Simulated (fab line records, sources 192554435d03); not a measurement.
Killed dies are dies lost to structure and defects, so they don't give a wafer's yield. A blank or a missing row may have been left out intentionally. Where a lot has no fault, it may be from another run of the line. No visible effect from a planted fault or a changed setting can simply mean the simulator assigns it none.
Which tool is to blame?    flow n5Finfet    24 lots, 72 wafers sampled, at 4 steps of a route of 1938

== WHAT EACH GAUGE READ, for each wafer ==
N5_BEOL_M8_CD_MEAS_11 targets a cd of 38.5 nm. Usual: cdNm reads 38.4 nm (standard deviation 0.44).
lot   measured      on        cdNm (nm)       flag
L074  day 9 03:46   cdSem-03  38.8 38.7 38.1  
L075  day 9 12:34   cdSem-01  38.6 38.4 37.8  
L076  day 9 23:47   cdSem-01  38.9 38.7 39.0  
L077  day 10 11:23  cdSem-02  38.4 38.4 37.9  
L079  day 10 21:31  cdSem-01  38.5 39.3 37.9  
L080  day 11 01:05  cdSem-01  38.6 38.7 38.3  
L078  day 11 01:22  cdSem-02  37.8 38.5 38.3  
L081  day 11 04:46  cdSem-03  38.7 38.7 38.6  
L082  day 11 12:47  cdSem-03  38.9 38.4 38.3  
L085  day 12 01:24  cdSem-03  39.0 38.7 39.1  
L083  day 12 08:19  cdSem-02  38.3 37.7 38.2  
L084  day 12 08:16  cdSem-03  37.8 38.6 38.3  
L087  day 12 12:05  cdSem-03  37.8 37.6 38.1  
L086  day 12 15:21  cdSem-03  38.6 39.0 38.5  
L090  day 13 06:23  cdSem-03  38.7 39.0 38.5  
L088  day 13 09:38  cdSem-02  38.2 38.6 39.8  
L091  day 13 15:20  cdSem-03  37.9 38.6 38.3  
L089  day 13 23:59  cdSem-03  38.3 38.4 37.8  
L092  day 14 03:02  cdSem-01  37.7 37.8 37.8  
L093  day 14 07:40  cdSem-02  38.6 38.6 38.5  
L094  day 14 15:11  cdSem-03  37.7 37.3 37.6  
L095  day 15 00:43  cdSem-03  38.6 38.1 38.0  
L096  day 15 05:20  cdSem-01  38.7 39.1 38.3  
L097  day 15 12:41  cdSem-03  38.4 38.1 38.3  

== WHICH TOOL RAN EACH LOT (tool, then ch and the chambers of the sampled wafers, then the start) ==
lot   N5_BEOL_M7_ANNEAL_51             N5_BEOL_M8_ILD_DEP_00            N5_BEOL_M8_CURE_74
L074  rtpAnneal-01 ch 0, day 9 00:08   pecvd-04 ch 1,2, day 9 00:55     uvCure-03 ch 2, day 9 00:59
L075  rtpAnneal-01 ch 0, day 9 09:44   pecvd-03 ch 0,1,2, day 9 10:31   uvCure-03 ch 1, day 9 10:35
L076  rtpAnneal-01 ch 0, day 9 20:28   pecvd-01 ch 0,1,2, day 9 21:10   uvCure-03 ch 1, day 9 21:23
L077  rtpAnneal-01 ch 0, day 10 06:31  pecvd-01 ch 0,1,2, day 10 07:11  uvCure-02 ch 0, day 10 07:43
L079  rtpAnneal-01 ch 0, day 10 18:46  pecvd-01 ch 0,1, day 10 19:32    uvCure-03 ch 2, day 10 19:41
L080  rtpAnneal-01 ch 0, day 10 22:02  pecvd-04 ch 0,2, day 10 22:49    uvCure-02 ch 0, day 10 22:53
L078  rtpAnneal-02 ch 0, day 10 22:26  pecvd-04 ch 0,1,2, day 10 23:06  uvCure-03 ch 2, day 10 23:37
L081  rtpAnneal-01 ch 0, day 11 02:29  pecvd-03 ch 0,1, day 11 03:10    uvCure-02 ch 1, day 11 03:24
L082  rtpAnneal-01 ch 0, day 11 07:37  pecvd-04 ch 0,1,2, day 11 08:32  uvCure-01 ch 1, day 11 08:36
L085  rtpAnneal-01 ch 0, day 11 21:32  pecvd-01 ch 0,1,2, day 11 22:20  uvCure-03 ch 2, day 11 22:24
L083  rtpAnneal-02 ch 0, day 12 04:06  pecvd-01 ch 1,2, day 12 04:51    uvCure-03 ch 0, day 12 05:06
L084  rtpAnneal-01 ch 0, day 12 04:32  pecvd-01 ch 1,2, day 12 05:20    uvCure-01 ch 1, day 12 05:24
L087  rtpAnneal-02 ch 0, day 12 09:50  pecvd-03 ch 0,1, day 12 10:34    uvCure-02 ch 2, day 12 10:43
L086  rtpAnneal-01 ch 0, day 12 12:18  pecvd-04 ch 0,2, day 12 13:01    uvCure-03 ch 1, day 12 13:23
L090  rtpAnneal-02 ch 0, day 13 03:47  pecvd-01 ch 0,1,2, day 13 04:35  uvCure-03 ch 2, day 13 04:51
L088  rtpAnneal-02 ch 0, day 13 05:19  pecvd-04 ch 1,2, day 13 06:03    uvCure-03 ch 0, day 13 06:11
L091  rtpAnneal-01 ch 0, day 13 10:44  pecvd-03 ch 1,2, day 13 12:01    uvCure-03 ch 1, day 13 12:05
L089  rtpAnneal-01 ch 0, day 13 21:32  pecvd-03 ch 1,2, day 13 22:17    uvCure-03 ch 0, day 13 22:26
L092  rtpAnneal-01 ch 0, day 13 23:53  pecvd-03 ch 0,1, day 14 00:35    uvCure-03 ch 2, day 14 00:59
L093  rtpAnneal-02 ch 0, day 14 04:10  pecvd-03 ch 0,1,2, day 14 04:57  uvCure-01 ch 0, day 14 05:01
L094  rtpAnneal-01 ch 0, day 14 11:35  pecvd-01 ch 1,2, day 14 12:23    uvCure-03 ch 0, day 14 12:26
L095  rtpAnneal-01 ch 0, day 14 20:50  pecvd-04 ch 0,2, day 14 21:49    uvCure-01 ch 2, day 14 21:58
L096  rtpAnneal-01 ch 0, day 15 01:56  pecvd-01 ch 0,1,2, day 15 02:44  uvCure-02 ch 0, day 15 02:48
L097  rtpAnneal-02 ch 0, day 15 09:31  pecvd-04 ch 0,1, day 15 10:17    uvCure-03 ch 1, day 15 10:22
- N5_BEOL_M7_ANNEAL_51: time 90 s.
- N5_BEOL_M8_ILD_DEP_00: deposits SiCOH lowk from DEMS/porogen, target thk 179.75 nm, time 33.4 s.
- N5_BEOL_M8_CURE_74: cures SiCOH lowk, time 240 s.

== AS READ BY THE TOOLS THEMSELVES (means over the sampled wafers that have a number; for cases with no such wafer, the mark the record gives instead) ==
N5_BEOL_M7_ANNEAL_51. Usual: wafer_temp_C_max reads 226.3 (standard deviation 0.3).
lot   tool          wafer_temp_C_max  flag
L074  rtpAnneal-01  226.4             
L075  rtpAnneal-01  226.4             
L076  rtpAnneal-01  226.2             
L077  rtpAnneal-01  226.4             
L079  rtpAnneal-01  226.6             
L080  rtpAnneal-01  226.2             
L078  rtpAnneal-02  226.1             
L081  rtpAnneal-01  226.3             
L082  rtpAnneal-01  226.4             
L085  rtpAnneal-01  226.3             
L083  rtpAnneal-02  226.2             
L084  rtpAnneal-01  226.6             
L087  rtpAnneal-02  226.0             
L086  rtpAnneal-01  226.4             
L090  rtpAnneal-02  225.8             
L088  rtpAnneal-02  226.2             
L091  rtpAnneal-01  226.0             
L089  rtpAnneal-01  226.2             
L092  rtpAnneal-01  226.3             
L093  rtpAnneal-02  226.0             
L094  rtpAnneal-01  226.1             
L095  rtpAnneal-01  226.4             
L096  rtpAnneal-01  226.2             
L097  rtpAnneal-02  226.2             

N5_BEOL_M8_ILD_DEP_00. Usual: heaterPowerW 308 W, standard deviation 48; showerheadPlenumPTorr 5.743 Torr, standard deviation 0.014; susceptorTempC 300.00 C, standard deviation 0.19; throttleValvePct 13.7 %, standard deviation 0.82.
lot   tool      heaterPowerW (W)  showerheadPlenumPTorr (Torr)  susceptorTempC (C)  throttleValvePct (%)  flag
L074  pecvd-04  306               5.748                         300.16              13.0                  
L075  pecvd-03  323               5.750                         299.87              13.2                  
L076  pecvd-01  321               5.729                         300.12              14.1                  
L077  pecvd-01  315               5.732                         299.97              14.0                  
L079  pecvd-01  311               5.723                         300.00              14.0                  
L080  pecvd-04  363               5.748                         299.96              14.5                  
L078  pecvd-04  328               5.748                         299.84              13.9                  
L081  pecvd-03  318               5.765                         299.95              13.7                  
L082  pecvd-04  327               5.747                         300.25              13.9                  
L085  pecvd-01  311               5.733                         299.94              14.0                  
L083  pecvd-01  284               5.739                         299.93              13.6                  
L084  pecvd-01  282               5.724                         300.05              13.4                  
L087  pecvd-03  273               5.745                         300.11              13.5                  
L086  pecvd-04  352               5.743                         300.01              14.6                  
L090  pecvd-01  303               5.738                         300.02              14.1                  
L088  pecvd-04  329               5.757                         300.10              13.3                  
L091  pecvd-03  331               5.756                         299.85              13.4                  
L089  pecvd-03  285               5.741                         299.86              13.0                  
L092  pecvd-03  310               5.759                         299.84              13.7                  
L093  pecvd-03  322               5.750                         299.80              13.2                  
L094  pecvd-01  297               5.743                         300.12              13.7                  
L095  pecvd-04  370               5.736                         299.84              14.4                  
L096  pecvd-01  300               5.734                         299.94              14.2                  
L097  pecvd-04  333               5.737                         300.01              14.3                  

N5_BEOL_M8_CURE_74. Usual: lampPowerPct 52.31 %, standard deviation 0.05; wafer_temp_C_max 387.1, standard deviation 0.55.
lot   tool       lampPowerPct (%)  wafer_temp_C_max  flag
L074  uvCure-03  52.32             387.8             
L075  uvCure-03  52.29             387.4             
L076  uvCure-03  52.33             387.4             
L077  uvCure-02  52.30             386.9             
L079  uvCure-03  52.36             387.2             
L080  uvCure-02  52.32             387.9             
L078  uvCure-03  52.33             388.0             
L081  uvCure-02  52.34             386.5             
L082  uvCure-01  52.34             386.7             
L085  uvCure-03  52.30             387.6             
L083  uvCure-03  52.28             386.5             
L084  uvCure-01  52.31             386.7             
L087  uvCure-02  52.32             387.4             
L086  uvCure-03  52.27             387.5             
L090  uvCure-03  52.35             387.3             
L088  uvCure-03  52.30             386.4             
L091  uvCure-03  52.32             387.2             
L089  uvCure-03  52.32             386.8             
L092  uvCure-03  52.30             387.9             
L093  uvCure-01  52.32             386.8             
L094  uvCure-03  52.31             386.4             
L095  uvCure-01  52.32             386.7             
L096  uvCure-02  52.32             386.8             
L097  uvCure-03  52.29             386.8             

== THE ANSWER, worked out from the rows above alone ==
Rule: take the mean of a lot's wafers that have a number; if it is more than 3 standard deviations from the usual mean, the lot is off. A lot without any number at a reading at which 4 lots or more have one is off too. Where the step has rows for the other lots, those lots are counted as sound. Order of review: gauges by route order, followed by the tools' own readings, for which a lot's mean as printed above is used. At the first step where some lot is off, the reading lying furthest off is the one used; lots without a number count as furthest.
Nothing can be told from this: no lot is off at any reading shown.

== WHAT THE SIMULATOR PUT IN ==
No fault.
